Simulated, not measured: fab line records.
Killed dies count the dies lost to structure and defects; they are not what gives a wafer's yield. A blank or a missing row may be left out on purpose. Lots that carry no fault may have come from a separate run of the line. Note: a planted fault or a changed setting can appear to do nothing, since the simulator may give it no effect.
Chamber matching || flow nandHarc || NHARC_P_CONTACT_DEP_30 on pecvd-02: 3 sister chambers
The step deposits SiNx, target thk 30 nm. 14 wafers are shown with their chamber, then 7 later ones without.

WAFERS, EACH WITH ITS CHAMBER
{"wafer": "L080.3", "chamber": 0, "heaterPowerOuterW (W)": 504, "heaterPowerW (W)": 757}
{"wafer": "L080.4", "chamber": 1, "heaterPowerOuterW (W)": 372, "heaterPowerW (W)": 614}
{"wafer": "L080.5", "chamber": 0, "heaterPowerOuterW (W)": 490, "heaterPowerW (W)": 773}
{"wafer": "L085.1", "chamber": 0, "heaterPowerOuterW (W)": 512, "heaterPowerW (W)": 803}
{"wafer": "L085.4", "chamber": 1, "heaterPowerOuterW (W)": 455, "heaterPowerW (W)": 776}
{"wafer": "L085.6", "chamber": 2, "heaterPowerOuterW (W)": 537, "heaterPowerW (W)": 917}
{"wafer": "L089.3", "chamber": 2, "heaterPowerOuterW (W)": 577, "heaterPowerW (W)": 969}
{"wafer": "L089.4", "chamber": 2, "heaterPowerOuterW (W)": 571, "heaterPowerW (W)": 976}
{"wafer": "L089.6", "chamber": 0, "heaterPowerOuterW (W)": 415, "heaterPowerW (W)": 666}
{"wafer": "L088.1", "chamber": 2, "heaterPowerOuterW (W)": 570, "heaterPowerW (W)": 924}
{"wafer": "L088.4", "chamber": 1, "heaterPowerOuterW (W)": 389, "heaterPowerW (W)": 675}
{"wafer": "L088.6", "chamber": 0, "heaterPowerOuterW (W)": 506, "heaterPowerW (W)": 802}
{"wafer": "L090.2", "chamber": 2, "heaterPowerOuterW (W)": 558, "heaterPowerW (W)": 921}
{"wafer": "L090.4", "chamber": 2, "heaterPowerOuterW (W)": 551, "heaterPowerW (W)": 908}

SIGNATURES, as means of the wafers listed above
{"reading": "heaterPowerOuterW", "chamber 0": 485.40, "chamber 1": 405.33, "chamber 2": 560.67, "scatter within a chamber": 32.2}
{"reading": "heaterPowerW", "chamber 0": 760.20, "chamber 1": 688.33, "chamber 2": 935.83, "scatter within a chamber": 52.4}
Rule: distance of a wafer from a chamber = root of the sum over the readings of ((wafer's reading minus chamber's mean) / reading's scatter) squared. The wafer belongs to the nearest chamber; if the next one is less than 2 further off, it can't be placed. The scatter is the square root of a quotient: the sum, over the shown wafers, of each reading's squared deviation from its chamber's mean, divided by wafers minus chambers.

WAFERS WITHOUT THEIR CHAMBER
{"wafer": "L090.5", "heaterPowerOuterW (W)": 480, "heaterPowerW (W)": 760}
{"wafer": "L091.2", "heaterPowerOuterW (W)": 467, "heaterPowerW (W)": 755}
{"wafer": "L091.3", "heaterPowerOuterW (W)": 567, "heaterPowerW (W)": 968}
{"wafer": "L091.5", "heaterPowerOuterW (W)": 590, "heaterPowerW (W)": 975}
{"wafer": "L094.1", "heaterPowerOuterW (W)": 439, "heaterPowerW (W)": 695}
{"wafer": "L094.4", "heaterPowerOuterW (W)": 609, "heaterPowerW (W)": 985}
{"wafer": "L094.5", "heaterPowerOuterW (W)": 441, "heaterPowerW (W)": 700}

CHAMBER TAKEN BY EACH
{"wafer": "L090.5", "from the rows above": 0, "in truth": 0}
{"wafer": "L091.2", "from the rows above": "can't be placed: 0 or 1", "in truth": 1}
{"wafer": "L091.3", "from the rows above": 2, "in truth": 2}
{"wafer": "L091.5", "from the rows above": 2, "in truth": 2}
{"wafer": "L094.1", "from the rows above": "can't be placed: 1 or 0", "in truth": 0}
{"wafer": "L094.4", "from the rows above": 2, "in truth": 2}
{"wafer": "L094.5", "from the rows above": "can't be placed: 1 or 0", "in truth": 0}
Placed correctly: 4 of 7. Can't be placed from these rows: 3 (the true chamber is among the candidates in 3). Placed wrongly: 0.
